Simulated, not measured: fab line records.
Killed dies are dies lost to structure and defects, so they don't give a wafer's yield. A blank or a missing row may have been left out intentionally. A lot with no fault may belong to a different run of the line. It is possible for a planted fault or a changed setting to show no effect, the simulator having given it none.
fab line records ; flow n5-finfet
[record] lots = 7; wafers = 19; last-day = 17
route steps=1938 shown DUMMY_REMOVAL@384 HKMG_FIN@385 PASSIVATION@1936
lots with no fault: from the same line, run without faults
start-h: hours from the record's first day to the start of the lot's first wafer shown ; wait-h: how many hours have passed since the lot's step before this one ; " as in the row above ; L1.1+2: one row covering several wafers at once ; - no value, or no start was given ; * or withheld: withheld ; < > ~ a bound
route shown NAME@n: a module of which the file shows steps, and the number in the route of the first ; usual: mean and standard deviation over wafers with no fault ; same: alike in all rows ; chamber/n: place in a boat ; sites: the reading at each site ; _std_site: standard deviation across them ; _edge_site: outer sites' mean less inner sites' ; radius-mm: how far each site lies from the wafer's centre ; mask NAME#n: copy n ; behind: the last tool/chamber to shape the wafer ; hold: reason for holding the lot/hours on hold/outcome of the hold ; device: whichever transistor did not switch (one of n, p or np) ; end of line: at the end of the route, the tests of the same wafers ; a step given without rows: its recipe and nothing more ; killed: at the first sort, the dies lost to defects and structure; wafer yield is something else ; map: dies across one wafer; x = killed, . = not, _ = none there
set.NAME: the setting as run; set.NAME@STEP: as run at that earlier step ; model.NAME: the simulator's own value behind a step, which no gauge read
lots at some steps of the route; a table a step, a row a wafer
services: when a tool's chamber went out of use (start-h, in hours from the record's first day, below 0 if earlier), for how many hours, and the reason
[[steps]]
[step N5_DUMMY_REMOVAL_SRD_05]
[recipe] dry = ipa-marangoni; do-ppb = 5; time-s = 30; temp-c = 23; rinse-liquid = diw
[step N5_HKMG_FIN_IL_REGROW_00]
[recipe] material = SiO2; target-thk-a = 7.5; chemistry = O3; temp-c = withheld; time-s = 30
[step N5_HKMG_FIN_HK_ALD_01]
[recipe] material = HfO2; target-thk-a = 16; temp-c = withheld; ald-precursor-family = HfCl4; ald-co-reactant = H2O; pulse-time-s = 3; purge-time-s = 3; co-reactant-purge-time-s = 2.5; co-reactant-pulse-time-s = 0.3; ald-cycles = 30
[step N5_HKMG_FIN_HK_ANNEAL_02]
[recipe] temp-c = 700; time-s = 30; ambient = N2; idle-temp-c = 600; ramp-up-c-per-s = 150; ramp-down-c-per-s = 60; cool-to-c = 600
[usual] lamp-power-pct = 8.80/0.054; lamp_zone_7_pct = 9.193/0.011; wafer_temp_C_max = 702.9/0.67
lot.wafer;tool;chamber;start-h;wait-h;lamp-power-pct;lamp_zone_7_pct;wafer_temp_C_max
L861.2;rtp-anneal-01;0;89.49;0.2;8.83;9.178;703.7
L861.4;rtp-anneal-01;0;89.49;0.2;8.72;9.193;701.7
L861.5;rtp-anneal-01;0;89.49;0.2;8.79;9.197;703.9
L862.2;rtp-anneal-01;0;95.97;0.9;8.78;9.188;702.7
L862.3;rtp-anneal-01;0;95.97;0.9;8.83;9.180;702.6
L862.6;rtp-anneal-01;0;95.97;0.9;8.74;9.202;702.1
L866.1;rtp-anneal-02;0;119.03;0.1;8.85;9.196;702.5
L866.3;rtp-anneal-02;0;119.03;0.1;8.81;9.191;702.6
L866.6;rtp-anneal-02;0;119.03;0.1;8.76;9.215;702.6
L867.1;rtp-anneal-01;0;126.31;0.1;8.81;9.183;703.6
L867.2;rtp-anneal-01;0;126.31;0.1;8.72;9.200;702.4
L867.4;rtp-anneal-01;0;126.31;0.1;8.70;9.184;703.4
L874.3;rtp-anneal-01;0;169.16;0.2;8.86;9.204;702.7
L874.4;rtp-anneal-01;0;169.16;0.2;8.81;9.207;702.3
L874.5;rtp-anneal-01;0;169.16;0.2;8.80;9.197;701.9
L875.3;rtp-anneal-01;0;176.29;0.2;8.79;9.196;703.4
L875.6;rtp-anneal-01;0;176.29;0.2;8.79;9.192;702.2
L876.1;rtp-anneal-01;0;180.84;0.1;8.81;9.194;704.5
L876.5;rtp-anneal-01;0;180.84;0.1;8.72;9.192;702.3
[step N5_HKMG_FIN_ALD_74]
[recipe] material = La2O3; target-thk-a = 5; temp-c = 250; ald-precursor-family = La-Cp; ald-co-reactant = O3; pulse-time-s = 6; co-reactant-pulse-time-s = 1; purge-time-s = 3; co-reactant-purge-time-s = 3
[usual] heater-power-outer-w = 181/21; heater-power-w = 341/39; precursor-pulse-height-rel = 1.002/0.019
lot.wafer;tool;chamber;start-h;wait-h;heater-power-outer-w;heater-power-w;precursor-pulse-height-rel
L861.2;ald-hk-02;3;89.68;0.2;157;296;0.991
L861.4;ald-hk-02;2;89.68;0.2;176;320;1.008
L861.5;ald-hk-02;2;89.68;0.2;179;306;1.014
L862.2;ald-hk-01;1;96.16;0.2;210;393;0.992
L862.3;ald-hk-01;0;96.16;0.2;223;410;0.981
L862.6;ald-hk-01;2;96.16;0.2;178;337;1.001
L866.1;ald-hk-03;2;119.25;0.2;179;341;0.994
L866.3;ald-hk-03;0;119.25;0.2;173;317;1.007
L866.6;ald-hk-03;1;119.25;0.2;173;310;1.021
L867.1;ald-hk-02;3;126.72;0.3;157;299;1.018
L867.2;ald-hk-02;2;126.72;0.3;175;312;0.979
L867.4;ald-hk-02;0;126.72;0.3;190;369;0.986
L874.3;ald-hk-03;2;169.44;0.2;175;334;1.016
L874.4;ald-hk-03;3;169.44;0.2;164;311;0.979
L874.5;ald-hk-03;1;169.44;0.2;168;322;0.970
L875.3;ald-hk-02;1;176.46;0.1;151;288;1.001
L875.6;ald-hk-02;3;176.46;0.1;161;301;1.033
L876.1;ald-hk-03;2;181.05;0.2;180;339;1.026
L876.5;ald-hk-03;1;181.05;0.2;174;317;1.009
[step N5_HKMG_FIN_ALD_75]
[recipe] material = Al2O3; target-thk-a = 10; temp-c = 150; ald-precursor-family = TMA; ald-co-reactant = H2O; pulse-time-s = withheld; co-reactant-pulse-time-s = 1
[usual] heater-power-outer-w = 75/8.7; heater-power-w = 147/17; precursor-pulse-height-rel = 0.999/0.02
lot.wafer;tool;chamber;start-h;wait-h;heater-power-outer-w;heater-power-w;precursor-pulse-height-rel
L861.2;ald-hk-02;3;89.75;0.0;67;130;0.999
L861.4;ald-hk-02;2;89.75;0.0;74;135;1.004
L861.5;ald-hk-02;2;89.75;0.0;73;137;1.001
L862.2;ald-hk-01;1;96.23;0.0;84;169;1.007
L862.3;ald-hk-01;0;96.23;0.0;93;177;0.977
L862.6;ald-hk-01;2;96.23;0.0;74;147;1.012
L866.1;ald-hk-03;2;119.33;0.0;75;145;0.974
L866.3;ald-hk-03;0;119.33;0.0;74;135;1.021
L866.6;ald-hk-03;1;119.33;0.0;71;140;0.995
L867.1;ald-hk-02;3;126.80;0.0;65;130;1.021
L867.2;ald-hk-02;2;126.80;0.0;75;135;0.968
L867.4;ald-hk-02;0;126.80;0.0;81;160;1.003
L874.3;ald-hk-03;2;169.51;0.0;77;144;0.999
L874.4;ald-hk-03;3;169.51;0.0;67;139;0.972
L874.5;ald-hk-03;1;169.51;0.0;71;138;0.991
L875.3;ald-hk-02;1;176.54;0.0;64;130;1.005
L875.6;ald-hk-02;3;176.54;0.0;65;126;1.012
L876.1;ald-hk-03;2;181.20;0.1;73;140;1.011
L876.5;ald-hk-03;1;181.20;0.1;71;139;1.037
[step N5_HKMG_FIN_COAT_41]
[recipe] resist = SOC; temp-c = 250; time-s = 60; spin-rpm = 1500; resist-thk-nm = 300
[step N5_HKMG_FIN_COAT_42]
[recipe] resist = SiARC; temp-c = 220; time-s = 60; spin-rpm = 1500; resist-thk-nm = 35
[step N5_HKMG_FIN_COAT_43]
[recipe] resist = CAR-ArF; spin-rpm = 1500; resist-thk-nm = 90
[step N5_HKMG_FIN_EBR_45]
[recipe] solvent = PGMEA; ebr-width-mm = 1.5
[step N5_HKMG_FIN_SOFTBAKE_44]
[recipe] temp-c = 110; time-s = 60; resist = CAR-ArF
[step N5_HKMG_FIN_EXPOSE_46]
[recipe] mask-id = NDIPOLE; na = 1.35; source-shape = conventional; sigma-outer = 0.8; polarization = unpolarized; dose-mj = 40
[step N5_HKMG_FIN_PEB_47]
[recipe] peb-temp-c = withheld; peb-time-s = 60; resist = CAR-ArF
lot.wafer;tool;chamber;start-h;wait-h
L861.2+4+5;litho-track-03;0;90.03;0.0
L862.2+3+6;litho-track-04;0;96.51;0.0
L866.1+3+6;litho-track-03;0;119.73;0.1
L867.1+2+4;litho-track-02;0;127.19;0.1
L874.3+4+5;litho-track-04;0;169.79;0.0
L875.3+6;litho-track-04;0;176.82;0.0
L876.1+5;litho-track-04;0;181.67;0.1
[step N5_HKMG_FIN_DEVELOP_48]
[recipe] develop-time-s = 30; developer = TMAH; resist = CAR-ArF; rinse-liquid = diw; dry = air-spin; dev-temp-c = 23
[step N5_HKMG_FIN_CD_MEAS_49]
[recipe] target-cd-nm = 202; landing-energy-ev = 500; detector = se-inlens; polarity = opening
[usual] cd-nm = 201.8/0.63
lot.wafer;tool;chamber;start-h;wait-h;cd-nm
L861.2;cd-sem-02;0;90.10;-;201.4
L861.4;cd-sem-02;0;90.10;-;201.1
L861.5;cd-sem-02;0;90.10;-;201.5
L862.2;cd-sem-03;0;96.58;-;201.2
L862.3;cd-sem-03;0;96.58;-;201.5
L862.6;cd-sem-03;0;96.58;-;202.9
L866.1;cd-sem-03;0;119.79;-;202.3
L866.3;cd-sem-03;0;119.79;-;202.9
L866.6;cd-sem-03;0;119.79;-;202.3
L867.1;cd-sem-01;0;127.26;-;201.9
L867.2;cd-sem-01;0;127.26;-;202.4
L867.4;cd-sem-01;0;127.26;-;201.8
L874.3;cd-sem-01;0;169.86;-;187.2
L874.4;cd-sem-01;0;169.86;-;201.9
L874.5;cd-sem-01;0;169.86;-;186.5
L875.3;cd-sem-03;0;176.88;-;187.7
L875.6;cd-sem-03;0;176.88;-;202.3
L876.1;cd-sem-01;0;181.74;-;200.8
L876.5;cd-sem-01;0;181.74;-;187.9
[step N5_HKMG_FIN_OVL_MEAS_50]
[recipe] points-per-wafer = 44
[usual] NDIPOLE_OVL = -0.5/0.66
lot.wafer;tool;chamber;start-h;wait-h;NDIPOLE_OVL[nm]
L861.2;overlay-02;0;90.12;0.0;-0.4
L861.4;overlay-02;0;90.12;0.0;-0.8
L861.5;overlay-02;0;90.12;0.0;0.2
L862.2;overlay-01;0;96.60;0.0;-0.7
L862.3;overlay-01;0;96.60;0.0;-0.1
L862.6;overlay-01;0;96.60;0.0;0.1
L866.1;overlay-02;0;119.82;0.0;-1.6
L866.3;overlay-02;0;119.82;0.0;-1.7
L866.6;overlay-02;0;119.82;0.0;-0.5
L867.1;overlay-02;0;127.29;0.0;-1.0
L867.2;overlay-02;0;127.29;0.0;-0.9
L867.4;overlay-02;0;127.29;0.0;0.4
L874.3;overlay-02;0;169.88;0.0;0.0
L874.4;overlay-02;0;169.88;0.0;0.0
L874.5;overlay-02;0;169.88;0.0;0.9
L875.3;overlay-01;0;176.91;0.0;-0.1
L875.6;overlay-01;0;176.91;0.0;-1.4
L876.1;overlay-01;0;181.77;0.0;-0.2
L876.5;overlay-01;0;181.77;0.0;0.1
[step N5_HKMG_FIN_INSPECT_61]
[recipe] mode = adi; inspect-instrument = macro
[usual] raw-defect-count = 2.2/1.6
lot.wafer;tool;chamber;start-h;wait-h;raw-defect-count
L861.2;defect-inspect-01;-;90.15;0.0;4
L861.4;defect-inspect-01;-;90.15;0.0;1
L861.5;defect-inspect-01;-;90.15;0.0;1
L862.2;defect-inspect-01;-;96.63;0.0;6
L862.3;defect-inspect-01;-;96.63;0.0;1
L862.6;defect-inspect-01;-;96.63;0.0;0
L866.1;defect-inspect-02;-;119.85;0.0;4
L866.3;defect-inspect-02;-;119.85;0.0;1
L866.6;defect-inspect-02;-;119.85;0.0;2
L867.1;defect-inspect-02;-;127.32;0.0;1
L867.2;defect-inspect-02;-;127.32;0.0;3
L867.4;defect-inspect-02;-;127.32;0.0;3
L874.3;defect-inspect-01;-;169.91;0.0;2
L874.4;defect-inspect-01;-;169.91;0.0;1
L874.5;defect-inspect-01;-;169.91;0.0;1
L875.3;defect-inspect-02;-;176.94;0.0;2
L875.6;defect-inspect-02;-;176.94;0.0;4
L876.1;defect-inspect-01;-;181.80;0.0;2
L876.5;defect-inspect-01;-;181.80;0.0;1
[step N5_HKMG_FIN_DESCUM_53]
[recipe] chemistry = O2; time-s = 7.9; source-power-w = 50; bias-power-w = 20; pressure-mtorr = 20; rf-frequency-hz = 2.712e+07; temp-c = 40; resist = CAR-ArF; o2-flow-sccm = 225
[usual] drypump-motor-current-A = 5.7/0.43; o2-flow-sccm = 225.1/0.7; oes-product-au = 0.79/0.1; rf-vpp-V = 242.8/1.1; showerhead-plenum-p-Torr = 2.07/0.059; throttle-valve-pct = 20.5/0.3
lot.wafer;tool;chamber;start-h;wait-h;drypump-motor-current-A;o2-flow-sccm;oes-product-au;rf-hours-counter-h;rf-vpp-V;showerhead-plenum-p-Torr;throttle-valve-pct
L861.2;rie-diel-06;0;90.18;0.0;5.8;225.7;0.82;85;243.2;2.01;19.9
L861.4;rie-diel-06;3;90.18;0.0;6.0;224.6;0.69;198;241.5;2.10;20.9
L861.5;rie-diel-06;2;90.18;0.0;4.9;225.0;0.97;-;243.2;2.14;20.5
L862.2;rie-diel-06;3;96.66;0.0;6.0;225.6;0.69;200;242.1;2.10;20.9
L862.3;rie-diel-06;2;96.66;0.0;4.9;224.6;0.98;19;242.9;2.14;20.5
L862.6;rie-diel-06;2;96.66;0.0;4.9;223.7;0.97;-;244.1;2.13;20.5
L866.1;rie-diel-06;2;119.88;0.0;4.9;225.5;0.95;27;244.6;2.13;20.5
L866.3;rie-diel-06;1;119.88;0.0;5.7;225.3;0.72;199;243.1;2.07;20.5
L866.6;rie-diel-06;1;119.88;0.0;5.7;225.7;0.71;-;243.5;2.07;20.5
L867.1;rie-diel-03;3;127.37;0.1;5.8;225.8;0.81;84;244.7;2.13;20.6
L867.2;rie-diel-03;2;127.37;0.1;5.8;225.6;0.70;239;241.5;1.99;20.8
L867.4;rie-diel-03;1;127.37;0.1;5.8;225.4;0.98;2;243.3;2.17;20.1
L874.3;rie-diel-06;2;169.94;0.0;4.9;224.9;0.91;40;242.3;2.13;20.6
L874.4;rie-diel-06;1;169.94;0.0;5.8;225.1;0.69;216;242.9;2.06;20.5
L874.5;rie-diel-06;1;169.94;0.0;5.7;225.9;0.69;-;242.5;2.06;20.6
L875.3;rie-diel-01;3;177.13;0.2;6.1;225.2;0.84;76;241.5;2.03;20.0
L875.6;rie-diel-01;2;177.13;0.2;5.7;225.4;0.90;-;241.3;2.07;20.6
L876.1;rie-diel-03;0;181.83;0.0;5.2;224.4;0.70;196;241.2;1.98;20.3
L876.5;rie-diel-03;1;181.83;0.0;5.9;227.1;0.90;-;244.4;2.16;20.1
[step N5_HKMG_FIN_ETCH_54]
[recipe] chemistry = CF4; target = SiARC; target-depth-a = 455; mask-material = CAR-ArF; time-s = 75.8; ion-energy-ev = 80; pressure-mtorr = 40; source-w = 545; bias-w = 36; Ar_flow_sccm = 100; cf4-flow-sccm = 100; ends = cleared
[usual] drypump-motor-current-A = 5.7/0.43; etch-rf-on-time-s = 75.5/2; oes-product-au = 0.67/0.085; rf-vpp-V = 183.8/1; showerhead-plenum-p-Torr = 2.11/0.048; throttle-valve-pct = 15.61/0.3
lot.wafer;tool;chamber;start-h;wait-h;drypump-motor-current-A;etch-rf-on-time-s;oes-product-au;rf-hours-counter-h;rf-vpp-V;showerhead-plenum-p-Torr;throttle-valve-pct;model.HKMG_FIN.cd-offset-nm
L861.2;rie-diel-06;0;90.22;0.0;5.8;73.4;0.71;85;184.5;2.08;15.31;-0.6
L861.4;rie-diel-06;3;90.22;0.0;6.0;75.8;0.59;198;184.4;2.12;15.90;-0.8
L861.5;rie-diel-06;2;90.22;0.0;4.9;71.9;0.83;-;185.3;2.17;15.57;-0.8
L862.2;rie-diel-06;3;96.70;0.0;6.0;77.4;0.59;200;184.4;2.12;15.92;-1
L862.3;rie-diel-06;2;96.70;0.0;4.9;72.4;0.83;19;185.6;2.17;15.56;-0.4
L862.6;rie-diel-06;2;96.70;0.0;4.9;73.2;0.81;-;184.7;2.17;15.58;1.2
L866.1;rie-diel-06;2;119.92;0.0;4.9;74.0;0.80;27;183.7;2.17;15.58;-0.2
L866.3;rie-diel-06;1;119.92;0.0;5.8;73.5;0.61;199;184.1;2.13;15.81;1
L866.6;rie-diel-06;1;119.92;0.0;5.8;72.7;0.61;-;184.5;2.13;15.83;0.8
L867.1;rie-diel-03;3;127.40;0.0;5.8;75.8;0.69;84;184.0;2.16;15.66;-0.4
L867.2;rie-diel-03;2;127.40;0.0;5.8;78.7;0.60;239;183.6;2.03;15.92;0.2
L867.4;rie-diel-03;1;127.40;0.0;5.9;73.5;0.85;2;182.6;2.19;15.07;0.4
L874.3;rie-diel-06;2;169.98;0.0;4.9;73.2;0.78;40;184.6;2.16;15.61;-15
L874.4;rie-diel-06;1;169.98;0.0;5.8;72.6;0.60;216;183.0;2.12;15.86;0.2
L874.5;rie-diel-06;1;169.98;0.0;5.8;73.4;0.60;-;183.4;2.12;15.83;-15
L875.3;rie-diel-01;3;177.17;0.0;6.1;74.4;0.71;76;185.0;2.08;15.17;-14.4
L875.6;rie-diel-01;2;177.17;0.0;5.7;79.8;0.74;-;182.9;2.10;15.58;0.4
L876.1;rie-diel-03;0;181.87;0.0;5.2;75.5;0.61;196;184.5;2.04;15.58;-1.6
L876.5;rie-diel-03;1;181.87;0.0;5.8;73.3;0.79;-;186.0;2.18;15.11;-14.6
[step N5_HKMG_FIN_ETCH_55]
[recipe] chemistry = N2/H2; target = SOC; target-depth-a = 2400; temp-c = 40; time-s = 300; ion-energy-ev = 200; mask-material = SiARC; pressure-mtorr = 30; source-w = 840; bias-w = 150; n2-flow-sccm = 200; h2-flow-sccm = 200
[usual] drypump-motor-current-A = 5.7/0.43; oes-product-au = 0.79/0.1; rf-vpp-V = 523.0/2; showerhead-plenum-p-Torr = 2.50/0.063; throttle-valve-pct = 17.8/0.3
lot.wafer;tool;chamber;start-h;wait-h;drypump-motor-current-A;oes-product-au;rf-hours-counter-h;rf-vpp-V;showerhead-plenum-p-Torr;throttle-valve-pct
L861.2;rie-diel-06;0;90.27;0.0;5.8;0.82;86;521.6;2.45;17.4
L861.4;rie-diel-06;3;90.27;0.0;6.0;0.69;198;522.8;2.52;18.1
L861.5;rie-diel-06;2;90.27;0.0;4.9;0.98;-;524.9;2.60;18.0
L862.2;rie-diel-06;3;96.75;0.0;6.0;0.69;200;522.5;2.52;18.1
L862.3;rie-diel-06;2;96.75;0.0;4.9;0.96;19;526.2;2.60;18.0
L862.6;rie-diel-06;2;96.75;0.0;4.9;0.97;-;525.4;2.60;18.0
L866.1;rie-diel-06;2;119.97;0.0;4.9;0.96;27;526.3;2.60;18.0
L866.3;rie-diel-06;1;119.97;0.0;5.7;0.73;199;523.4;2.50;17.9
L866.6;rie-diel-06;1;119.97;0.0;5.7;0.73;-;524.3;2.50;17.9
L867.1;rie-diel-03;3;127.46;0.0;5.8;0.80;84;524.9;2.58;18.0
L867.2;rie-diel-03;2;127.46;0.0;5.8;0.69;239;520.5;2.40;18.1
L867.4;rie-diel-03;1;127.46;0.0;5.9;0.99;2;525.1;2.60;17.3
L874.3;rie-diel-06;2;170.03;0.0;4.9;0.92;40;525.4;2.59;18.1
L874.4;rie-diel-06;1;170.03;0.0;5.8;0.70;216;524.1;2.50;17.9
L874.5;rie-diel-06;1;170.03;0.0;5.8;0.70;-;523.7;2.50;17.9
L875.3;rie-diel-01;3;177.22;0.0;6.1;0.83;76;522.8;2.47;17.4
L875.6;rie-diel-01;2;177.22;0.0;5.8;0.86;-;521.9;2.47;17.7
L876.1;rie-diel-03;0;181.92;0.0;5.2;0.72;196;520.3;2.44;18.0
L876.5;rie-diel-03;1;181.92;0.0;5.9;0.93;-;525.0;2.59;17.3
[step N5_PASSIVATION_PROBE_49]
[usual] killed_at_M0_to_M3 = 35/11; killed_at_M4_up = 14/5.4; killed-at-contacts = 13/6; killed-at-front-end = 38/11; killed-at-other = 3.4/2.6; killed-dies = 104/19; killed-open = 68/13; killed-short = 34/8.5
[same] gross-dies = 1180; killed-at-back-side = 0
lot.wafer;tool;chamber;start-h;wait-h;killed_at_M0_to_M3;killed_at_M4_up;killed-at-contacts;killed-at-front-end;killed-at-other;killed-dies;killed-open;killed-short
L874.5;prober-01;-;396.63;0.2;15;11;14;46;0;86;51;32
L875.3;prober-01;-;410.33;0.1;19;11;8;59;6;103;56;35
// killed by level:class
L874.5 STI_FIN_REVEAL:geometric-particle:open=15 MOL_CONTACT_COAG:geometric-particle:open=11 FIN_SAQP:geometric-particle:open=6 FIN_SAQP:geometric-particle:short=6 BEOL_M0_SAQP:geometric-particle:short=5 DUMMY_GATE:geometric-particle:short=4 GATE_CUT:geometric-particle:short=4 BEOL_M0_SAQP:geometric-particle:open=4
L875.3 FIN_SAQP:geometric-particle:short=13 HKMG_FIN:area-etch=9 FIN_SAQP:geometric-particle:open=6 ILD0:geometric-particle:short=6 DUMMY_GATE:geometric-particle:open=5 MOL_CONTACT_COAG:geometric-particle:open=5 BEOL_M3:geometric-particle:open=4 BEOL_M6:geometric-particle:open=4
[[services]]
tool;chamber;start-h;hours;kind
rie-diel-01;2;75.48;-;clean
rie-diel-01;2;75.48;-;consumable-replace:focus-ring
rie-diel-01;2;75.48;20.9;scheduled-down
rie-diel-01;2;75.48;20.9;vent-cycle
rie-diel-06;0;76.12;3.5;repair
rie-diel-03;1;104.01;-;clean
rie-diel-03;1;104.01;-;consumable-replace:focus-ring
rie-diel-03;1;104.01;17.7;scheduled-down
rie-diel-03;1;104.01;17.7;vent-cycle
rtp-anneal-01;-;114.21;3.2;pm
ald-hk-01;-;126.53;0.9;repair
rie-diel-06;2;127.22;13.3;repair
rie-diel-01;3;129.40;7.0;repair
litho-track-03;-;129.90;-;consumable-replace:filter
rie-diel-06;1;153.08;4.2;repair
rie-diel-03;2;157.10;-;clean
rie-diel-03;2;157.10;-;consumable-replace:esc
rie-diel-03;2;157.10;-;consumable-replace:focus-ring
rie-diel-03;2;157.10;-;consumable-replace:showerhead
rie-diel-03;2;157.10;28.5;scheduled-down
rie-diel-03;2;157.10;28.5;vent-cycle
rie-diel-01;1;162.13;-;clean
rie-diel-01;1;162.13;-;consumable-replace:focus-ring
rie-diel-01;1;162.13;17.2;scheduled-down
[[key]]
[first-sign] step = N5_HKMG_FIN_CD_MEAS_49; reading = cd-nm; direction = down; sigmas = 23; usual = 201.8; struck = 187.3
effect none on later readings
[model-effect] step = N5_HKMG_FIN_ETCH_54; value = HKMG_FIN.cd-offset-nm; without = -0.4; struck = -14.75
met-at N5_HKMG_FIN_PEB_47
struck-wafers L874.3,L874.5,L875.3,L876.5
tester-left-out L874,L875,L876
onset-between 96.51 169.79
[fault] kind = process-parameter-drift; tool = litho-track-04; chamber = -; onset-h = 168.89; steps = N5_HKMG_FIN_PEB_47; channel = peb-time-s; offset = *; shape = step; end-h = 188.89; scope = struck-wafers-only; acts-in = *; stated = *
// tester-left-out: of these lots the tester's yield and bins aren't shown, on N5 and GAA mostly nor the transistor test; their killed dies are dies lost to structure and defects alone, not to doping, threshold or leakage, so they don't give the yield
